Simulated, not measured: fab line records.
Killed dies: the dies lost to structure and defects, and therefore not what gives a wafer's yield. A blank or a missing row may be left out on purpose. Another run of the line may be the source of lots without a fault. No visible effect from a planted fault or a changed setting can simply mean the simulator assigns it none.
fab line records ; flow nand-harc
record lots=24; wafers=72; last-day=34
route steps=1302 shown P_M1@296 P_M2@329 P_BONDPAD@377
lots that met no fault: taken from a fault-free run of the same line
start-h: hours from the record's first day to the start of the lot's first wafer shown ; wait-h: how many hours have passed since the lot's step before this one ; " as in the row above ; L1.1+2: a row that stands for several wafers ; - no value present, or no start provided ; * or withheld: withheld ; < > ~ a bound
route shown NAME@n: a module of which the file shows steps, and the number in the route of the first ; usual: mean/standard deviation of fault-free wafers ; same: alike in all rows ; chamber/n: place in a boat ; sites: the reading at each site ; _std_site: standard deviation across them ; _edge_site: the outer-site mean with the inner-site mean subtracted ; radius-mm: for every site, how far away it sits from the centre of the wafer ; mask NAME#n: copy n ; behind: the most recent tool/chamber to have shaped the wafer ; hold: why the lot went on hold/how many hours it stayed there/how the hold came to an end ; device: transistor that didn't switch, given as n, p or np ; end of line: tests run on the same wafers once the route is complete ; a step given without rows: its recipe and nothing more ; killed: dies that structure and defects cost at the first sort, which is not the same as the wafer's yield ; map: dies across one wafer; x = killed, . = not, _ = none there
set.NAME: the setting as run; set.NAME@STEP: as run at that earlier step ; model.NAME: the simulator's own value behind a step, which no gauge read
route steps across a sampled set of lots; one table per step, one row per wafer
services: the hour from which a tool's chamber was out of use, counted from the record's first day as start-h (under 0 if before that day), plus the number of hours and why
## steps
# step NHARC_P_M1_OVL_MEAS_10
# recipe pitch-nm=260
# usual overlay-x-nm=0.1/1; overlay-y-nm=-0.1/0.7
lot.wafer;tool;chamber;start-h;wait-h;overlay-x-nm;overlay-y-nm
L074.1;overlay-01;-;128.37;-;-2.2;-0.9
L074.3;overlay-01;-;128.37;-;-2.2;-0.5
L074.5;overlay-01;-;128.37;-;-2.0;-0.9
L075.1;overlay-01;-;131.27;-;1.2;0.3
L075.3;overlay-01;-;131.27;-;1.2;-0.4
L075.4;overlay-01;-;131.27;-;1.0;0.0
L076.1;overlay-02;-;141.88;-;-0.1;0.6
L076.4;overlay-02;-;141.88;-;0.1;0.7
L076.6;overlay-02;-;141.88;-;-0.1;-0.1
L077.3;overlay-02;-;159.94;-;-0.8;-0.9
L077.5;overlay-02;-;159.94;-;-0.5;-1.5
L077.6;overlay-02;-;159.94;-;-0.9;-1.3
L078.3;overlay-02;-;165.06;-;-1.1;-0.7
L078.4;overlay-02;-;165.06;-;-1.3;-0.8
L078.6;overlay-02;-;165.06;-;-1.8;-0.2
L079.1;overlay-01;-;170.22;-;-1.0;-0.1
L079.4;overlay-01;-;170.22;-;-0.5;0.1
L079.5;overlay-01;-;170.22;-;-0.5;-0.9
L080.2;overlay-01;-;186.38;-;0.1;0.2
L080.4;overlay-01;-;186.38;-;0.0;1.1
L080.6;overlay-01;-;186.38;-;0.3;0.6
L081.3;overlay-02;-;196.86;-;0.6;1.0
L081.4;overlay-02;-;196.86;-;0.4;1.3
L081.5;overlay-02;-;196.86;-;0.6;0.9
L082.3;overlay-01;-;209.41;-;1.7;0.2
L082.5;overlay-01;-;209.41;-;2.1;0.3
L082.6;overlay-01;-;209.41;-;2.3;0.0
L083.1;overlay-02;-;215.06;-;-0.5;-0.7
L083.2;overlay-02;-;215.06;-;-1.0;-1.2
L083.3;overlay-02;-;215.06;-;-0.9;-0.9
L084.2;overlay-01;-;227.81;-;0.9;0.2
L084.3;overlay-01;-;227.81;-;0.7;0.1
L084.6;overlay-01;-;227.81;-;0.9;0.1
L085.4;overlay-01;-;245.03;-;-1.1;0.9
L085.5;overlay-01;-;245.03;-;-1.1;0.2
L085.6;overlay-01;-;245.03;-;-1.5;0.3
L086.2;overlay-02;-;247.96;-;0.9;0.5
L086.5;overlay-02;-;247.96;-;0.7;0.3
L086.6;overlay-02;-;247.96;-;0.4;0.4
L087.2;overlay-01;-;254.93;-;0.4;-1.7
L087.3;overlay-01;-;254.93;-;0.3;-1.6
L087.6;overlay-01;-;254.93;-;-0.1;-0.8
L088.3;overlay-01;-;271.98;-;1.3;-0.1
L088.4;overlay-01;-;271.98;-;1.1;-0.6
L088.6;overlay-01;-;271.98;-;1.1;-0.2
L089.3;overlay-02;-;272.51;-;1.3;-0.4
L089.4;overlay-02;-;272.51;-;1.6;-0.4
L089.5;overlay-02;-;272.51;-;1.3;-0.6
L090.2;overlay-01;-;291.65;-;0.6;-0.3
L090.3;overlay-01;-;291.65;-;0.2;0.2
L090.6;overlay-01;-;291.65;-;0.2;0.4
L091.1;overlay-01;-;294.83;-;-0.6;0.7
L091.4;overlay-01;-;294.83;-;-0.3;1.0
L091.6;overlay-01;-;294.83;-;-0.4;0.8
L092.3;overlay-02;-;303.59;-;0.8;-0.4
L092.4;overlay-02;-;303.59;-;1.0;-0.5
L092.5;overlay-02;-;303.59;-;0.8;-0.1
L093.2;overlay-02;-;317.06;-;-0.5;0.2
L093.3;overlay-02;-;317.06;-;-0.2;0.6
L093.4;overlay-02;-;317.06;-;-0.4;0.2
L094.4;overlay-02;-;334.46;-;1.1;0.8
L094.5;overlay-02;-;334.46;-;1.0;0.8
L094.6;overlay-02;-;334.46;-;1.0;0.1
L095.2;overlay-02;-;346.29;-;1.1;-0.7
L095.4;overlay-02;-;346.29;-;0.6;-1.2
L095.5;overlay-02;-;346.29;-;0.9;-0.5
L096.1;overlay-02;-;349.03;-;-1.1;0.8
L096.4;overlay-02;-;349.03;-;-1.0;0.3
L096.5;overlay-02;-;349.03;-;-1.8;0.5
L097.1;overlay-01;-;356.13;-;0.9;0.6
L097.3;overlay-01;-;356.13;-;0.8;0.8
L097.5;overlay-01;-;356.13;-;0.8;0.2
# step NHARC_P_M2_OVL_MEAS_10
# recipe pitch-nm=340
# usual overlay-x-nm=-0.2/0.77; overlay-y-nm=0.0/0.9
lot.wafer;tool;chamber;start-h;wait-h;overlay-x-nm;overlay-y-nm
L074.1;overlay-02;-;132.52;-;-0.2;0.4
L074.3;overlay-02;-;132.52;-;0.0;-0.6
L074.5;overlay-02;-;132.52;-;-0.4;0.0
L075.1;overlay-01;-;135.69;-;0.8;2.1
L075.3;overlay-01;-;135.69;-;0.3;1.8
L075.4;overlay-01;-;135.69;-;0.9;2.2
L076.1;overlay-01;-;146.16;-;0.5;-1.7
L076.4;overlay-01;-;146.16;-;0.6;-0.7
L076.6;overlay-01;-;146.16;-;0.6;-1.2
L077.3;overlay-02;-;163.97;-;0.0;-0.1
L077.5;overlay-02;-;163.97;-;0.4;-0.5
L077.6;overlay-02;-;163.97;-;0.4;-0.4
L078.3;overlay-01;-;169.20;-;-0.7;0.2
L078.4;overlay-01;-;169.20;-;-0.9;0.2
L078.6;overlay-01;-;169.20;-;-1.1;0.2
L079.1;overlay-02;-;174.25;-;-0.3;-0.3
L079.4;overlay-02;-;174.25;-;-0.5;0.2
L079.5;overlay-02;-;174.25;-;-0.3;0.5
L080.2;overlay-02;-;190.54;-;-0.4;-0.9
L080.4;overlay-02;-;190.54;-;-0.9;-0.6
L080.6;overlay-02;-;190.54;-;-0.8;-0.8
L081.3;overlay-02;-;200.99;-;-0.8;-1.1
L081.4;overlay-02;-;200.99;-;-0.3;-1.6
L081.5;overlay-02;-;200.99;-;-0.3;-2.2
L082.3;overlay-02;-;213.60;-;0.3;-0.7
L082.5;overlay-02;-;213.60;-;-0.6;-1.1
L082.6;overlay-02;-;213.60;-;-0.6;-0.7
L083.1;overlay-01;-;219.24;-;-1.6;0.0
L083.2;overlay-01;-;219.24;-;-2.0;0.2
L083.3;overlay-01;-;219.24;-;-1.4;0.1
L084.2;overlay-02;-;232.04;-;-0.6;1.4
L084.3;overlay-02;-;232.04;-;-0.7;1.3
L084.6;overlay-02;-;232.04;-;-0.6;1.7
L085.4;overlay-02;-;249.19;-;0.8;-1.0
L085.5;overlay-02;-;249.19;-;0.3;-0.6
L085.6;overlay-02;-;249.19;-;0.2;-0.5
L086.2;overlay-01;-;252.63;-;-0.7;2.0
L086.5;overlay-01;-;252.63;-;-0.1;1.6
L086.6;overlay-01;-;252.63;-;0.1;1.8
L087.2;overlay-02;-;259.11;-;-0.7;-1.0
L087.3;overlay-02;-;259.11;-;-0.6;-0.8
L087.6;overlay-02;-;259.11;-;-0.5;-0.9
L088.3;overlay-02;-;276.13;-;0.3;-0.1
L088.4;overlay-02;-;276.13;-;0.1;0.5
L088.6;overlay-02;-;276.13;-;-0.2;0.1
L089.3;overlay-01;-;276.68;-;1.0;-0.2
L089.4;overlay-01;-;276.68;-;1.0;0.1
L089.5;overlay-01;-;276.68;-;0.2;0.1
L090.2;overlay-02;-;295.80;-;-0.2;0.7
L090.3;overlay-02;-;295.80;-;-0.6;-0.1
L090.6;overlay-02;-;295.80;-;-0.4;0.6
L091.1;overlay-01;-;298.98;-;0.9;1.6
L091.4;overlay-01;-;298.98;-;1.2;1.4
L091.6;overlay-01;-;298.98;-;1.8;0.5
L092.3;overlay-01;-;308.98;-;-1.7;-0.4
L092.4;overlay-01;-;308.98;-;-2.0;-1.1
L092.5;overlay-01;-;308.98;-;-1.4;-0.2
L093.2;overlay-02;-;321.23;-;0.4;0.8
L093.3;overlay-02;-;321.23;-;-0.3;0.1
L093.4;overlay-02;-;321.23;-;0.2;0.7
L094.4;overlay-01;-;338.49;-;-0.7;1.2
L094.5;overlay-01;-;338.49;-;-0.8;0.8
L094.6;overlay-01;-;338.49;-;-1.4;0.7
L095.2;overlay-01;-;350.31;-;-0.1;-0.3
L095.4;overlay-01;-;350.31;-;-0.1;-0.4
L095.5;overlay-01;-;350.31;-;-0.1;-0.3
L096.1;overlay-02;-;353.04;-;0.0;0.0
L096.4;overlay-02;-;353.04;-;0.8;-0.1
L096.5;overlay-02;-;353.04;-;0.3;0.0
L097.1;overlay-01;-;360.37;-;-0.4;-0.3
L097.3;overlay-01;-;360.37;-;-0.7;-0.6
L097.5;overlay-01;-;360.37;-;-1.2;-0.3
# step NHARC_P_M2_CMP_23
# recipe t-overpolish-s=20; target-thk-nm=144.3
# usual motor-current-A=11.8/1.1; time-to-endpoint-s=29.8/2.9
lot.wafer;tool;chamber;start-h;wait-h;motor-current-A;time-to-endpoint-s
L074.1;cmp-01;1;134.82;-;13.8;32.6
L074.3;cmp-01;2;134.82;-;10.7;36.2
L074.5;cmp-01;0;134.82;-;10.8;36.2
L075.3;cmp-01;1;137.88;-;14.0;31.4
L075.1;cmp-01;2;137.88;-;11.0;34.0
L075.4;cmp-01;3;137.88;-;11.2;38.2
L076.4;cmp-04;1;148.43;-;10.1;29.2
L076.1;cmp-04;2;148.43;-;13.0;27.0
L076.6;cmp-04;0;148.43;-;11.5;30.9
L077.3;cmp-01;3;166.20;-;11.9;32.1
L077.5;cmp-01;2;166.20;-;10.0;26.8
L077.6;cmp-01;3;166.20;-;11.3;30.8
L078.3;cmp-02;0;171.39;-;12.5;26.4
L078.4;cmp-02;3;171.39;-;10.9;25.9
L078.6;cmp-02;1;171.39;-;11.8;25.6
L079.4;cmp-02;1;176.48;-;11.9;26.4
L079.1;cmp-02;2;176.48;-;13.3;29.9
L079.5;cmp-02;0;176.48;-;12.8;26.6
L080.2;cmp-04;0;192.80;-;12.3;30.0
L080.4;cmp-04;1;192.80;-;9.7;26.6
L080.6;cmp-04;2;192.80;-;13.1;29.4
L081.4;cmp-01;3;203.18;-;11.3;30.9
L081.3;cmp-01;0;203.18;-;11.5;30.8
L081.5;cmp-01;0;203.18;-;11.0;29.7
L082.3;cmp-01;3;215.92;-;11.2;30.3
L082.6;cmp-01;3;215.92;-;11.5;30.2
L082.5;cmp-01;0;215.92;-;11.5;27.9
L083.3;cmp-02;1;221.49;-;11.2;27.0
L083.1;cmp-02;2;221.49;-;11.6;31.3
L083.2;cmp-02;3;221.49;-;10.2;27.9
L084.2;cmp-04;0;234.26;-;12.7;27.5
L084.3;cmp-04;2;234.26;-;12.8;27.7
L084.6;cmp-04;0;234.26;-;11.8;27.5
L085.4;cmp-02;2;251.47;-;12.8;31.2
L085.6;cmp-02;3;251.47;-;11.1;26.2
L085.5;cmp-02;0;251.47;-;12.0;27.1
L086.2;cmp-04;1;254.92;-;9.9;28.0
L086.6;cmp-04;2;254.92;-;12.5;26.3
L086.5;cmp-04;3;254.92;-;11.0;32.8
L087.3;cmp-04;2;261.34;-;12.4;29.8
L087.2;cmp-04;3;261.34;-;11.8;31.7
L087.6;cmp-04;2;261.34;-;12.3;27.7
L088.4;cmp-04;3;278.38;-;11.7;32.8
L088.3;cmp-04;0;278.38;-;11.9;26.8
L088.6;cmp-04;3;278.38;-;11.6;31.5
L089.4;cmp-01;3;278.86;-;11.4;32.4
L089.3;cmp-01;1;278.86;-;15.0;28.9
L089.5;cmp-01;3;278.86;-;11.5;32.2
L090.2;cmp-02;2;298.45;-;12.8;32.3
L090.3;cmp-02;1;298.45;-;11.5;27.6
L090.6;cmp-02;3;298.45;-;10.7;27.8
L091.4;cmp-04;0;301.24;-;12.1;30.3
L091.1;cmp-04;1;301.24;-;10.4;31.0
L091.6;cmp-04;3;301.24;-;11.8;33.8
L092.3;cmp-04;1;311.20;-;9.7;27.6
L092.4;cmp-04;2;311.20;-;12.7;24.2
L092.5;cmp-04;1;311.20;-;9.9;24.3
L093.4;cmp-02;0;323.49;-;12.4;29.2
L093.2;cmp-02;2;323.49;-;12.9;33.6
L093.3;cmp-02;3;323.49;-;10.8;28.1
L094.4;cmp-04;1;340.69;-;9.5;28.8
L094.5;cmp-04;1;340.69;-;10.0;27.7
L094.6;cmp-04;2;340.69;-;12.7;26.6
L095.4;cmp-04;2;352.55;-;12.4;31.8
L095.2;cmp-04;1;352.55;-;9.9;32.3
L095.5;cmp-04;2;352.55;-;13.0;29.6
L096.4;cmp-01;2;355.24;-;10.6;29.6
L096.1;cmp-01;1;355.24;-;14.2;26.9
L096.5;cmp-01;3;355.24;-;11.7;30.6
L097.3;cmp-01;0;362.59;-;11.3;30.8
L097.1;cmp-01;2;362.59;-;10.5;32.1
L097.5;cmp-01;1;362.59;-;15.3;28.0
# step NHARC_P_M2_THK_MEAS_24
# recipe thk-meas-gauge=xrf
# usual thk-nm=144.8/1.4
lot.wafer;tool;chamber;start-h;wait-h;thk-nm
L074.1;film-metro-02;-;135.08;-;143.1
L074.3;film-metro-02;-;135.08;-;147.3
L074.5;film-metro-02;-;135.08;-;145.0
L075.1;film-metro-02;-;138.20;-;146.2
L075.3;film-metro-02;-;138.20;-;144.9
L075.4;film-metro-02;-;138.20;-;144.6
L076.1;film-metro-01;-;148.68;-;143.3
L076.4;film-metro-01;-;148.68;-;143.9
L076.6;film-metro-01;-;148.68;-;144.1
L077.3;film-metro-01;-;166.49;-;144.1
L077.5;film-metro-01;-;166.49;-;144.4
L077.6;film-metro-01;-;166.49;-;145.1
L078.3;film-metro-02;-;171.72;-;146.1
L078.4;film-metro-02;-;171.72;-;143.7
L078.6;film-metro-02;-;171.72;-;145.2
L079.1;film-metro-01;-;176.76;-;146.6
L079.4;film-metro-01;-;176.76;-;144.5
L079.5;film-metro-01;-;176.76;-;144.2
L080.2;film-metro-01;-;193.06;-;144.1
L080.4;film-metro-01;-;193.06;-;142.6
L080.6;film-metro-01;-;193.06;-;144.2
L081.3;film-metro-01;-;203.49;-;145.6
L081.4;film-metro-01;-;203.49;-;146.1
L081.5;film-metro-01;-;203.49;-;144.1
L082.3;film-metro-02;-;216.23;-;144.6
L082.5;film-metro-02;-;216.23;-;144.4
L082.6;film-metro-02;-;216.23;-;145.5
L083.1;film-metro-02;-;221.81;-;146.1
L083.2;film-metro-02;-;221.81;-;143.8
L083.3;film-metro-02;-;221.81;-;145.9
L084.2;film-metro-02;-;234.55;-;145.1
L084.3;film-metro-02;-;234.55;-;143.2
L084.6;film-metro-02;-;234.55;-;145.2
L085.4;film-metro-01;-;251.70;-;146.8
L085.5;film-metro-01;-;251.70;-;147.1
L085.6;film-metro-01;-;251.70;-;144.1
L086.2;film-metro-01;-;255.15;-;143.1
L086.5;film-metro-01;-;255.15;-;145.1
L086.6;film-metro-01;-;255.15;-;143.7
L087.2;film-metro-02;-;261.65;-;144.7
L087.3;film-metro-02;-;261.65;-;145.3
L087.6;film-metro-02;-;261.65;-;145.9
L088.3;film-metro-02;-;278.68;-;145.3
L088.4;film-metro-02;-;278.68;-;146.9
L088.6;film-metro-02;-;278.68;-;146.8
L089.3;film-metro-01;-;279.18;-;143.1
L089.4;film-metro-01;-;279.18;-;146.0
L089.5;film-metro-01;-;279.18;-;145.6
L090.2;film-metro-02;-;298.76;-;144.9
L090.3;film-metro-02;-;298.76;-;144.6
L090.6;film-metro-02;-;298.76;-;147.5
L091.1;film-metro-02;-;301.53;-;145.7
L091.4;film-metro-02;-;301.53;-;144.8
L091.6;film-metro-02;-;301.53;-;145.7
L092.3;film-metro-02;-;311.52;-;145.5
L092.4;film-metro-02;-;311.52;-;143.6
L092.5;film-metro-02;-;311.52;-;143.4
L093.2;film-metro-01;-;323.81;-;146.7
L093.3;film-metro-01;-;323.81;-;143.8
L093.4;film-metro-01;-;323.81;-;144.3
L094.4;film-metro-02;-;341.01;-;143.3
L094.5;film-metro-02;-;341.01;-;143.4
L094.6;film-metro-02;-;341.01;-;146.4
L095.2;film-metro-02;-;352.87;-;145.4
L095.4;film-metro-02;-;352.87;-;147.2
L095.5;film-metro-02;-;352.87;-;145.8
L096.1;film-metro-02;-;355.55;-;145.1
L096.4;film-metro-02;-;355.55;-;147.3
L096.5;film-metro-02;-;355.55;-;147.9
L097.1;film-metro-01;-;362.90;-;143.3
L097.3;film-metro-01;-;362.90;-;146.2
L097.5;film-metro-01;-;362.90;-;144.7
# step NHARC_P_BONDPAD_PVD_27
# recipe target-thk-a=300; chamber-pressure-pa=5; power-w=5000; substrate-temp-c=30; time-s=20.49; material=Cu
# usual throttle-valve-pct=30.0/1
lot.wafer;tool;chamber;start-h;wait-h;throttle-valve-pct
L074.1;pvd-sputter-01;-;-;-;29.2
L074.3;pvd-sputter-01;-;-;-;29.2
L074.5;pvd-sputter-01;-;-;-;31.5
L075.1;pvd-sputter-02;-;-;-;30.6
L075.3;pvd-sputter-02;-;-;-;30.4
L075.4;pvd-sputter-02;-;-;-;27.6
L076.1;pvd-sputter-01;-;-;-;29.1
L076.4;pvd-sputter-01;-;-;-;30.4
L076.6;pvd-sputter-01;-;-;-;29.0
L077.3;pvd-sputter-01;-;-;-;29.4
L077.6;pvd-sputter-01;-;-;-;31.2
L077.5;pvd-sputter-01;-;-;-;30.1
L078.4;pvd-sputter-01;-;-;-;29.8
L078.3;pvd-sputter-01;-;-;-;29.1
L078.6;pvd-sputter-01;-;-;-;30.0
L079.1;pvd-sputter-01;-;-;-;30.1
L079.4;pvd-sputter-01;-;-;-;31.2
L079.5;pvd-sputter-01;-;-;-;30.1
L080.2;pvd-sputter-02;-;-;-;30.3
L080.4;pvd-sputter-02;-;-;-;27.6
L080.6;pvd-sputter-02;-;-;-;30.5
L081.4;pvd-sputter-03;-;-;-;28.7
L081.3;pvd-sputter-03;-;-;-;30.2
L081.5;pvd-sputter-03;-;-;-;28.7
L082.3;pvd-sputter-03;-;-;-;31.6
L082.5;pvd-sputter-03;-;-;-;29.0
L082.6;pvd-sputter-03;-;-;-;31.5
L083.1;pvd-sputter-01;-;-;-;31.5
L083.2;pvd-sputter-01;-;-;-;30.1
L083.3;pvd-sputter-01;-;-;-;29.1
L084.2;pvd-sputter-01;-;-;-;30.3
L084.3;pvd-sputter-01;-;-;-;30.3
L084.6;pvd-sputter-01;-;-;-;30.3
L085.4;pvd-sputter-03;-;-;-;29.0
L085.6;pvd-sputter-03;-;-;-;28.7
L085.5;pvd-sputter-03;-;-;-;31.7
L086.2;pvd-sputter-03;-;-;-;29.9
L086.5;pvd-sputter-03;-;-;-;30.2
L086.6;pvd-sputter-03;-;-;-;30.0
L087.2;pvd-sputter-02;-;-;-;30.0
L087.3;pvd-sputter-02;-;-;-;30.4
L087.6;pvd-sputter-02;-;-;-;30.4
L088.3;pvd-sputter-01;-;-;-;30.0
L088.4;pvd-sputter-01;-;-;-;29.1
L088.6;pvd-sputter-01;-;-;-;30.1
L089.3;pvd-sputter-03;-;-;-;31.7
L089.4;pvd-sputter-03;-;-;-;29.6
L089.5;pvd-sputter-03;-;-;-;31.7
L090.2;pvd-sputter-02;-;-;-;31.0
L090.3;pvd-sputter-02;-;-;-;28.0
L090.6;pvd-sputter-02;-;-;-;30.2
L091.1;pvd-sputter-03;-;-;-;30.1
L091.4;pvd-sputter-03;-;-;-;29.9
L091.6;pvd-sputter-03;-;-;-;29.0
L092.4;pvd-sputter-01;-;-;-;29.9
L092.3;pvd-sputter-01;-;-;-;30.2
L092.5;pvd-sputter-01;-;-;-;29.5
L093.2;pvd-sputter-02;-;-;-;31.0
L093.4;pvd-sputter-02;-;-;-;28.2
L093.3;pvd-sputter-02;-;-;-;30.4
L094.4;pvd-sputter-02;-;-;-;28.3
L094.5;pvd-sputter-02;-;-;-;28.2
L094.6;pvd-sputter-02;-;-;-;30.4
L095.2;pvd-sputter-02;-;-;-;28.4
L095.4;pvd-sputter-02;-;-;-;30.4
L095.5;pvd-sputter-02;-;-;-;28.1
L096.4;pvd-sputter-02;-;-;-;30.3
L096.1;pvd-sputter-02;-;-;-;31.0
L096.5;pvd-sputter-02;-;-;-;30.3
L097.3;pvd-sputter-03;-;-;-;30.9
L097.1;pvd-sputter-03;-;-;-;30.1
L097.5;pvd-sputter-03;-;-;-;29.4
# step NHARC_P_BONDPAD_THK_MEAS_20
# recipe thk-meas-gauge=xrf
# usual thk-nm=160.8/1.5
lot.wafer;tool;chamber;start-h;wait-h;thk-nm
L074.1;film-metro-01;-;139.58;-;158.9
L074.3;film-metro-01;-;139.58;-;159.2
L074.5;film-metro-01;-;139.58;-;160.0
L075.1;film-metro-02;-;142.58;-;161.2
L075.3;film-metro-02;-;142.58;-;163.3
L075.4;film-metro-02;-;142.58;-;163.8
L076.1;film-metro-01;-;153.21;-;163.6
L076.4;film-metro-01;-;153.21;-;160.4
L076.6;film-metro-01;-;153.21;-;160.3
L077.3;film-metro-02;-;171.05;-;159.4
L077.5;film-metro-02;-;171.05;-;160.5
L077.6;film-metro-02;-;171.05;-;162.5
L078.3;film-metro-02;-;176.06;-;160.1
L078.4;film-metro-02;-;176.06;-;161.0
L078.6;film-metro-02;-;176.06;-;161.2
L079.1;film-metro-01;-;181.37;-;161.5
L079.4;film-metro-01;-;181.37;-;159.8
L079.5;film-metro-01;-;181.37;-;160.4
L080.2;film-metro-02;-;197.43;-;161.7
L080.4;film-metro-02;-;197.43;-;159.5
L080.6;film-metro-02;-;197.43;-;161.2
L081.3;film-metro-02;-;208.09;-;158.6
L081.4;film-metro-02;-;208.09;-;159.7
L081.5;film-metro-02;-;208.09;-;158.0
L082.3;film-metro-02;-;220.73;-;161.9
L082.5;film-metro-02;-;220.73;-;161.5
L082.6;film-metro-02;-;220.73;-;160.5
L083.1;film-metro-01;-;226.18;-;162.5
L083.2;film-metro-01;-;226.18;-;163.3
L083.3;film-metro-01;-;226.18;-;161.3
L084.2;film-metro-02;-;239.04;-;162.5
L084.3;film-metro-02;-;239.04;-;160.8
L084.6;film-metro-02;-;239.04;-;162.0
L085.4;film-metro-01;-;256.28;-;159.3
L085.5;film-metro-01;-;256.28;-;159.8
L085.6;film-metro-01;-;256.28;-;161.1
L086.2;film-metro-01;-;259.71;-;160.5
L086.5;film-metro-01;-;259.71;-;159.6
L086.6;film-metro-01;-;259.71;-;157.1
L087.2;film-metro-02;-;266.21;-;160.5
L087.3;film-metro-02;-;266.21;-;160.1
L087.6;film-metro-02;-;266.21;-;159.3
L088.3;film-metro-01;-;283.19;-;157.3
L088.4;film-metro-01;-;283.19;-;159.9
L088.6;film-metro-01;-;283.19;-;161.5
L089.3;film-metro-01;-;283.68;-;161.3
L089.4;film-metro-01;-;283.68;-;161.4
L089.5;film-metro-01;-;283.68;-;160.3
L090.2;film-metro-02;-;303.63;-;160.3
L090.3;film-metro-02;-;303.63;-;160.5
L090.6;film-metro-02;-;303.63;-;158.9
L091.1;film-metro-02;-;306.31;-;161.7
L091.4;film-metro-02;-;306.31;-;160.3
L091.6;film-metro-02;-;306.31;-;161.2
L092.3;film-metro-02;-;316.07;-;158.3
L092.4;film-metro-02;-;316.07;-;159.5
L092.5;film-metro-02;-;316.07;-;161.5
L093.2;film-metro-02;-;328.17;-;158.9
L093.3;film-metro-02;-;328.17;-;160.7
L093.4;film-metro-02;-;328.17;-;160.4
L094.4;film-metro-01;-;345.54;-;163.5
L094.5;film-metro-01;-;345.54;-;163.8
L094.6;film-metro-01;-;345.54;-;160.7
L095.2;film-metro-02;-;357.71;-;158.6
L095.4;film-metro-02;-;357.71;-;162.7
L095.5;film-metro-02;-;357.71;-;159.5
L096.1;film-metro-01;-;359.99;-;161.9
L096.4;film-metro-01;-;359.99;-;161.4
L096.5;film-metro-01;-;359.99;-;160.9
L097.1;film-metro-02;-;367.42;-;161.3
L097.3;film-metro-02;-;367.42;-;160.5
L097.5;film-metro-02;-;367.42;-;158.5
## services
tool;chamber;start-h;hours;kind
cmp-04;-;111.00;4.0;pm
cmp-01;-;114.19;5.8;repair
cmp-04;-;121.71;2.1;repair
cmp-04;-;146.80;0.8;repair
cmp-01;-;149.91;0.7;repair
cmp-01;-;162.77;0.8;repair
pvd-sputter-03;-;170.00;10.0;pm
cmp-01;-;185.56;4.0;pm
cmp-04;-;209.00;4.0;pm
cmp-01;-;213.74;1.6;repair
pvd-sputter-01;-;226.03;10.0;pm
cmp-04;-;244.82;1.5;repair
cmp-01;-;245.67;2.4;repair
pvd-sputter-01;-;257.35;3.0;repair
cmp-04;-;273.58;1.6;repair
cmp-04;-;281.35;8.2;repair
pvd-sputter-02;-;282.06;10.0;pm
cmp-01;-;283.56;4.0;pm
cmp-01;-;288.20;1.0;repair
cmp-04;-;297.87;0.6;repair
cmp-04;-;307.00;4.0;pm
pvd-sputter-02;-;311.82;4.8;repair
cmp-01;-;346.94;4.4;repair
pvd-sputter-02;-;355.17;1.1;repair
## key
fault none
